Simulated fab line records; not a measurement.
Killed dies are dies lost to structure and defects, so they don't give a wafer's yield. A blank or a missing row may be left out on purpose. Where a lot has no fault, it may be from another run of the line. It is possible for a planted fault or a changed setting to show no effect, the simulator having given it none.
What tool caused it? -- flow n5 finfet -- 24 lots with 72 wafers sampled at 6 steps, on a route of 1938 steps

## WHAT EACH GAUGE READ, for each wafer
No reading from a measuring or inspecting step in the record can be judged against a usual standard deviation.

## WHAT TOOL EACH LOT RAN ON (gives the tool, then ch and the chambers of the sampled wafers, and finally the start)
lot,N5_SD_EPI_N_ETCH_35,N5_SD_EPI_N_VAPOR_ETCH_50,N5_ILD0_CMP_03,N5_GATE_CUT_ETCHBACK_00,N5_GATE_CUT_VAPOR_ETCH_60,N5_GATE_CUT_ETCH_58
L074,"rie diel-02 ch 0,2,3, day 3 05:09","epi rpcvd-02 ch 0, day 3 06:40","cmp-03 ch 0,2,3, day 3 17:44","rie metal-01 ch 0,1, day 4 12:08","rie metal-01 ch 0,1, day 4 12:22","rie diel-03 ch 1,2,3, day 4 12:25"
L075,"rie diel-05 ch 1,2,3, day 3 11:07","epi rpcvd-02 ch 0, day 3 14:02","cmp-04 ch 0,2,3, day 4 00:34","rie metal-02 ch 0,1, day 4 18:33","rie metal-02 ch 0,1, day 4 18:47","rie diel-03 ch 1,2, day 4 18:50"
L076,"rie diel-06 ch 0,1,2, day 3 21:01","epi rpcvd-04 ch 0, day 3 22:22","cmp-04 ch 0,1,2, day 4 08:24","rie metal-02 ch 0,1, day 5 03:20","rie metal-02 ch 0,1, day 5 03:33","rie diel-04 ch 1,3, day 5 03:38"
L077,"rie diel-05 ch 1,2,3, day 4 02:07","epi rpcvd-02 ch 0, day 4 03:38","cmp-01 ch 0,1,2, day 4 13:57","rie metal-03 ch 0,1, day 5 09:58","rie metal-03 ch 0,1, day 5 10:13","rie diel-04 ch 1,3, day 5 10:16"
L078,"rie diel-05 ch 0,1,2, day 4 04:46","epi rpcvd-04 ch 0, day 4 06:17","cmp-03 ch 0,1,3, day 4 17:42","rie metal-01 ch 0,1, day 5 13:26","rie metal-01 ch 0,1, day 5 13:38","rie diel-04 ch 0,1,3, day 5 13:46"
L079,"rie diel-05 ch 0,1,3, day 4 07:44","epi rpcvd-02 ch 0, day 4 09:16","cmp-01 ch 0,1,2, day 4 20:55","rie metal-01 ch 0,1, day 5 14:46","rie metal-01 ch 0,1, day 5 15:00","rie diel-01 ch 0,1,3, day 5 15:03"
L080,"rie diel-05 ch 1,3, day 4 12:37","epi rpcvd-01 ch 0, day 4 14:04","cmp-04 ch 0,1,2, day 5 00:29","rie metal-01 ch 0,1, day 5 18:45","rie metal-01 ch 0,1, day 5 18:58","rie diel-01 ch 1,3, day 5 19:00"
L081,"rie diel-05 ch 0,2,3, day 4 18:09","epi rpcvd-02 ch 0, day 4 19:36","cmp-03 ch 1,3, day 5 05:49","rie metal-01 ch 0, day 6 00:28","rie metal-01 ch 0, day 6 00:42","rie diel-04 ch 0,2,3, day 6 00:46"
L082,"rie diel-06 ch 1,3, day 4 23:55","epi rpcvd-01 ch 0, day 5 01:30","cmp-01 ch 0,1,2, day 5 11:54","rie metal-01 ch 0,1, day 6 05:58","rie metal-01 ch 0,1, day 6 06:12","rie diel-03 ch 0,1,2, day 6 06:16"
L083,"rie diel-05 ch 1,2, day 5 08:28","epi rpcvd-01 ch 0, day 5 10:04","cmp-04 ch 1,3, day 5 20:29","rie metal-03 ch 0,1, day 6 14:30","rie metal-03 ch 0,1, day 6 14:43","rie diel-04 ch 0,1,3, day 6 14:54"
L084,"rie diel-05 ch 0,1,3, day 5 14:58","epi rpcvd-01 ch 0, day 5 16:29","cmp-04 ch 0,1, day 6 03:08","rie metal-01 ch 0, day 6 22:20","rie metal-01 ch 0, day 6 22:39","rie diel-03 ch 1,2,3, day 6 22:43"
L085,"rie diel-06 ch 1,3, day 5 23:35","epi rpcvd-01 ch 0, day 6 01:07","cmp-03 ch 1,2,3, day 6 14:26","rie metal-03 ch 0, day 7 08:57","rie metal-03 ch 0, day 7 09:11","rie diel-03 ch 1,2, day 7 09:14"
L086,"rie diel-05 ch 0,1,2, day 6 05:15","epi rpcvd-04 ch 0, day 6 06:39","cmp-03 ch 1,2,3, day 6 17:04","rie metal-03 ch 0,1, day 7 11:50","rie metal-03 ch 0,1, day 7 12:04","rie diel-04 ch 1,2,3, day 7 12:07"
L087,"rie diel-02 ch 0,1,3, day 6 08:50","epi rpcvd-02 ch 0, day 6 10:14","cmp-01 ch 0,1,2, day 6 21:05","rie metal-01 ch 0,1, day 7 15:19","rie metal-01 ch 0,1, day 7 15:34","rie diel-03 ch 0,1,3, day 7 15:37"
L088,"rie diel-06 ch 1,2,3, day 6 14:56","epi rpcvd-04 ch 0, day 6 16:21","cmp-03 ch 0,3, day 7 03:28","rie metal-02 ch 0,1, day 7 21:41","rie metal-02 ch 0,1, day 7 21:56","rie diel-04 ch 0,1,2, day 7 22:03"
L089,"rie diel-02 ch 0,3, day 6 20:10","epi rpcvd-04 ch 0, day 6 21:35","cmp-04 ch 1,2,3, day 7 08:23","rie metal-01 ch 1, day 8 02:34","rie metal-01 ch 1, day 8 02:49","rie diel-04 ch 0,2,3, day 8 02:52"
L090,"rie diel-02 ch 0,2, day 6 23:51","epi rpcvd-02 ch 0, day 7 01:17","cmp-01 ch 0,3, day 7 11:20","rie metal-03 ch 0,1, day 8 06:13","rie metal-03 ch 0,1, day 8 06:28","rie diel-01 ch 1,2, day 8 06:31"
L091,"rie diel-05 ch 0,1,3, day 7 05:40","epi rpcvd-04 ch 0, day 7 07:07","cmp-04 ch 0,2,3, day 7 17:38","rie metal-02 ch 0,1, day 8 12:05","rie metal-02 ch 0,1, day 8 12:20","rie diel-01 ch 2,3, day 8 12:33"
L092,"rie diel-05 ch 1,2,3, day 7 12:43","epi rpcvd-04 ch 0, day 7 14:17","cmp-03 ch 1,2, day 8 01:47","rie metal-03 ch 0, day 8 20:13","rie metal-03 ch 0, day 8 20:27","rie diel-04 ch 1,2, day 8 20:30"
L093,"rie diel-05 ch 0,1,3, day 7 19:17","epi rpcvd-01 ch 0, day 7 20:49","cmp-03 ch 1,2, day 8 08:10","rie metal-02 ch 0,1, day 9 04:46","rie metal-02 ch 0,1, day 9 05:01","rie diel-01 ch 1,2,3, day 9 05:07"
L094,"rie diel-06 ch 0,1, day 8 01:46","epi rpcvd-01 ch 0, day 8 03:21","cmp-01 ch 0,1,3, day 8 14:48","rie metal-02 ch 0,1, day 9 09:17","rie metal-02 ch 0,1, day 9 09:32","rie diel-04 ch 0,1,2, day 9 09:38"
L095,"rie diel-06 ch 1,3, day 8 08:42","epi rpcvd-04 ch 0, day 8 10:23","cmp-03 ch 0,1,3, day 8 21:30","rie metal-02 ch 0,1, day 9 15:49","rie metal-02 ch 0,1, day 9 16:03","rie diel-03 ch 0,1,3, day 9 16:13"
L096,"rie diel-02 ch 1,2, day 8 13:20","epi rpcvd-01 ch 0, day 8 14:52","cmp-04 ch 1,2, day 9 01:57","rie metal-01 ch 0,1, day 9 19:59","rie metal-01 ch 0,1, day 9 20:13","rie diel-01 ch 0,2, day 9 20:29"
L097,"rie diel-06 ch 1,2, day 8 19:18","epi rpcvd-02 ch 0, day 8 20:42","cmp-03 ch 0,2,3, day 9 08:18","rie metal-02 ch 0,1, day 10 02:17","rie metal-02 ch 0,1, day 10 02:31","rie diel-01 ch 1,3, day 10 02:52"
- N5_SD_EPI_N_ETCH_35: etches SOC in N2/H2, overetch 108 nm, time 486 s.
- N5_SD_EPI_N_VAPOR_ETCH_50: etches Si in HCl, time 54 s.
- N5_ILD0_CMP_03: polishes, stops on SiNx, t overpolish 1.9 s, target thk 197.38 nm.
- N5_GATE_CUT_ETCHBACK_00: etches W in SF6/Cl2.
- N5_GATE_CUT_VAPOR_ETCH_60: etches HfO2 in BCl3/Cl2.
- N5_GATE_CUT_ETCH_58: etches SiNx in CH3F/O2, target depth 17 nm, time 128.6 s.

## WHAT THE TOOLS THEMSELVES READ (means of the sampled wafers that have a number; where no wafer has one, the mark that the record gives instead)
N5_SD_EPI_N_ETCH_35. Usual: drypump motor current A 5.6 A, standard deviation 0.53; n2 flow sccm 199.9 sccm, standard deviation 0.66; oes product au 0.71 a.u., standard deviation 0.072; rf vpp V 241.0 V, standard deviation 1.2; showerhead plenum p Torr 2.55 Torr, standard deviation 0.071; throttle valve pct 23.6 %, standard deviation 0.36.
lot,tool,drypump motor current A (A),n2 flow sccm (sccm),oes product au (a.u.),rf vpp V (V),showerhead plenum p Torr (Torr),throttle valve pct (%),flag
L074,rie diel-02,5.5,200.6,0.65,242.4,2.64,24.1,
L075,rie diel-05,5.5,199.3,0.72,240.9,2.55,23.5,
L076,rie diel-06,5.7,199.4,0.70,241.2,2.62,23.6,
L077,rie diel-05,5.5,199.8,0.71,240.3,2.54,23.5,
L078,rie diel-05,5.7,199.6,0.73,240.0,2.48,23.3,
L079,rie diel-05,5.6,199.6,0.68,240.6,2.53,23.4,
L080,rie diel-05,5.4,199.8,0.65,241.8,2.59,23.6,
L081,rie diel-05,5.9,199.6,0.73,241.1,2.51,23.4,
L082,rie diel-06,5.4,199.6,0.83,240.5,2.53,23.4,
L083,rie diel-05,5.6,200.1,0.75,239.9,2.50,23.4,
L084,rie diel-05,5.6,199.4,0.68,241.8,2.53,23.4,
L085,rie diel-06,5.4,199.9,0.81,241.0,2.53,23.4,
L086,rie diel-05,5.7,199.2,0.72,240.5,2.48,23.3,
L087,rie diel-02,5.8,200.4,0.65,241.9,2.60,24.1,
L088,rie diel-06,5.6,200.7,0.74,240.3,2.56,23.5,
L089,rie diel-02,5.9,200.1,0.63,241.9,2.61,24.0,
L090,rie diel-02,5.8,199.7,0.64,242.0,2.63,24.3,
L091,rie diel-05,5.6,200.2,0.67,240.0,2.52,23.4,
L092,rie diel-05,5.5,199.7,0.68,240.1,2.53,23.5,
L093,rie diel-05,5.6,200.1,0.66,239.6,2.52,23.4,
L094,rie diel-06,6.1,199.2,0.72,241.4,2.60,23.8,
L095,rie diel-06,5.4,199.4,0.78,240.6,2.52,23.5,
L096,rie diel-02,5.5,199.8,0.67,241.5,2.59,24.4,
L097,rie diel-06,6.1,200.8,0.78,240.6,2.59,23.6,

N5_SD_EPI_N_VAPOR_ETCH_50. Usual: throttle valve pct reads 11.9 % (standard deviation 0.33).
lot,tool,throttle valve pct (%),flag
L074,epi rpcvd-02,12.2,
L075,epi rpcvd-02,12.1,
L076,epi rpcvd-04,12.1,
L077,epi rpcvd-02,12.3,
L078,epi rpcvd-04,12.0,
L079,epi rpcvd-02,12.2,
L080,epi rpcvd-01,11.4,
L081,epi rpcvd-02,12.3,
L082,epi rpcvd-01,11.5,
L083,epi rpcvd-01,11.5,
L084,epi rpcvd-01,11.5,
L085,epi rpcvd-01,11.5,
L086,epi rpcvd-04,12.0,
L087,epi rpcvd-02,12.1,
L088,epi rpcvd-04,12.0,
L089,epi rpcvd-04,11.9,
L090,epi rpcvd-02,12.2,
L091,epi rpcvd-04,11.9,
L092,epi rpcvd-04,12.0,
L093,epi rpcvd-01,11.4,
L094,epi rpcvd-01,11.3,
L095,epi rpcvd-04,12.0,
L096,epi rpcvd-01,11.4,
L097,epi rpcvd-02,12.0,

N5_ILD0_CMP_03. Usual: motor current A 12.5 A, standard deviation 0.99; overpolish run s 1.898 s, standard deviation 0.009; pad life wafers 919, standard deviation 530; time to endpoint s 67 s, standard deviation 5.6.
lot,tool,motor current A (A),overpolish run s (s),pad life wafers,time to endpoint s (s),flag
L074,cmp-03,11.9,1.897,116,59,
L075,cmp-04,12.5,1.897,716,67,
L076,cmp-04,12.9,1.901,753,70,
L077,cmp-01,12.9,1.911,1705,79,
L078,cmp-03,12.9,1.897,278,61,
L079,cmp-01,12.7,1.896,1772,78,
L080,cmp-04,13.6,1.891,830,67,
L081,cmp-03,12.8,1.903,415,69,
L082,cmp-01,12.7,1.895,1916,78,
L083,cmp-04,13.5,1.895,1003,65,
L084,cmp-04,13.7,1.897,1058,68,
L085,cmp-03,12.6,1.900,710,70,
L086,cmp-03,12.6,1.900,745,71,
L087,cmp-01,12.3,1.901,2,72,
L088,cmp-03,11.7,1.892,818,65,
L089,cmp-04,12.9,1.894,1304,68,
L090,cmp-01,12.8,1.890,108,69,
L091,cmp-04,12.4,1.900,1363,65,
L092,cmp-03,13.9,1.898,998,63,
L093,cmp-03,13.3,1.905,1056,66,
L094,cmp-01,11.9,1.896,356,65,
L095,cmp-03,12.6,1.906,1166,67,
L096,cmp-04,13.5,1.907,1628,68,
L097,cmp-03,11.9,1.895,1243,66,

N5_GATE_CUT_ETCHBACK_00. Usual: drypump motor current A 5.7 A, standard deviation 0.4; mfc cl2 sccm 59.98 sccm, standard deviation 0.17; oes product au 0.73 a.u., standard deviation 0.11; throttle valve pct 27.6 %, standard deviation 0.34.
lot,tool,drypump motor current A (A),mfc cl2 sccm (sccm),oes product au (a.u.),throttle valve pct (%),flag
L074,rie metal-01,5.9,60.14,0.64,27.8,
L075,rie metal-02,5.7,60.09,0.74,27.8,
L076,rie metal-02,5.7,60.18,0.81,27.9,
L077,rie metal-03,5.6,60.06,0.86,27.2,
L078,rie metal-01,5.6,59.97,0.63,27.6,
L079,rie metal-01,5.5,60.06,0.62,27.7,
L080,rie metal-01,5.5,59.87,0.62,27.7,
L081,rie metal-01,5.2,59.97,0.61,27.5,
L082,rie metal-01,5.5,60.03,0.63,27.7,
L083,rie metal-03,5.6,59.94,0.85,27.2,
L084,rie metal-01,5.2,59.77,0.61,27.5,
L085,rie metal-03,5.3,59.83,0.84,27.1,
L086,rie metal-03,5.6,60.17,0.84,27.2,
L087,rie metal-01,5.9,59.92,0.63,27.8,
L088,rie metal-02,5.7,59.89,0.73,27.8,
L089,rie metal-01,6.2,60.13,0.64,28.0,
L090,rie metal-03,5.6,59.86,0.83,27.2,
L091,rie metal-02,5.7,59.99,0.79,27.9,
L092,rie metal-03,5.3,60.08,0.84,27.2,
L093,rie metal-02,5.7,60.04,0.72,27.8,
L094,rie metal-02,5.7,59.83,0.72,27.8,
L095,rie metal-02,5.7,59.85,0.77,27.9,
L096,rie metal-01,5.5,59.88,0.61,27.7,
L097,rie metal-02,5.7,59.86,0.72,27.8,

N5_GATE_CUT_VAPOR_ETCH_60. Usual: drypump motor current A 5.7 A, standard deviation 0.4; oes product au 0.72 a.u., standard deviation 0.11.
lot,tool,drypump motor current A (A),oes product au (a.u.),flag
L074,rie metal-01,5.9,0.64,
L075,rie metal-02,5.7,0.74,
L076,rie metal-02,5.7,0.80,
L077,rie metal-03,5.6,0.85,
L078,rie metal-01,5.5,0.63,
L079,rie metal-01,5.5,0.63,
L080,rie metal-01,5.5,0.63,
L081,rie metal-01,5.2,0.62,
L082,rie metal-01,5.5,0.63,
L083,rie metal-03,5.6,0.85,
L084,rie metal-01,5.2,0.62,
L085,rie metal-03,5.3,0.83,
L086,rie metal-03,5.6,0.84,
L087,rie metal-01,5.9,0.62,
L088,rie metal-02,5.7,0.72,
L089,rie metal-01,6.2,0.63,
L090,rie metal-03,5.6,0.83,
L091,rie metal-02,5.7,0.78,
L092,rie metal-03,5.3,0.83,
L093,rie metal-02,5.7,0.71,
L094,rie metal-02,5.7,0.71,
L095,rie metal-02,5.7,0.78,
L096,rie metal-01,5.5,0.61,
L097,rie metal-02,5.7,0.70,

N5_GATE_CUT_ETCH_58. Usual: drypump motor current A 5.5 A, standard deviation 0.5; oes product au 0.81 a.u., standard deviation 0.091; rf vpp V 99.1 V, standard deviation 0.88; showerhead plenum p Torr 1.99 Torr, standard deviation 0.067; throttle valve pct 16.33 %, standard deviation 0.22.
lot,tool,drypump motor current A (A),oes product au (a.u.),rf vpp V (V),showerhead plenum p Torr (Torr),throttle valve pct (%),flag
L074,rie diel-03,5.6,0.83,99.7,2.00,16.38,
L075,rie diel-03,5.2,0.82,99.4,2.01,16.36,
L076,rie diel-04,5.9,0.80,99.6,2.00,16.35,
L077,rie diel-04,5.9,0.80,99.1,2.00,16.35,
L078,rie diel-04,5.8,0.85,99.0,2.02,16.35,
L079,rie diel-01,5.4,0.71,98.1,1.96,16.55,
L080,rie diel-01,5.4,0.71,99.1,2.03,16.49,
L081,rie diel-04,5.5,0.82,99.8,1.98,16.30,
L082,rie diel-03,5.2,0.85,99.5,2.05,16.28,
L083,rie diel-04,5.8,0.84,99.4,2.02,16.37,
L084,rie diel-03,5.6,0.80,99.2,1.99,16.42,
L085,rie diel-03,5.4,0.76,99.5,2.00,16.44,
L086,rie diel-04,5.6,0.76,98.3,1.96,16.32,
L087,rie diel-03,5.6,0.84,98.8,2.03,16.32,
L088,rie diel-04,5.2,0.82,98.7,1.97,16.27,
L089,rie diel-04,5.5,0.80,99.2,1.97,16.33,
L090,rie diel-01,5.2,0.80,99.0,1.94,16.49,
L091,rie diel-01,5.6,0.94,98.8,2.02,15.94,
L092,rie diel-04,5.0,0.72,98.2,1.91,16.24,
L093,rie diel-01,5.4,0.86,99.6,1.98,16.23,
L094,rie diel-04,5.2,0.79,99.2,1.97,16.29,
L095,rie diel-03,5.6,0.82,99.4,2.02,16.34,
L096,rie diel-01,5.4,0.94,99.3,2.05,16.04,
L097,rie diel-01,5.3,0.79,99.0,1.97,16.51,

## THE ANSWER, worked out from the rows above alone
Rule: lot off if the mean of its wafers having a number is beyond 3 standard deviations from the usual mean. Also off: a lot with no number at a reading for which 4 or more lots have one. Where the step has rows for the other lots, those lots are counted as sound. Order of review: gauges by route order, followed by the tools' own readings, for which a lot's mean as printed above is used. The first step at which some lot is off is used, and at that step the reading that is off furthest; a lot without a number counts as furthest.
No lot is off at any reading shown: from this, nothing can be told.

## WHAT THE SIMULATOR HAD PUT IN
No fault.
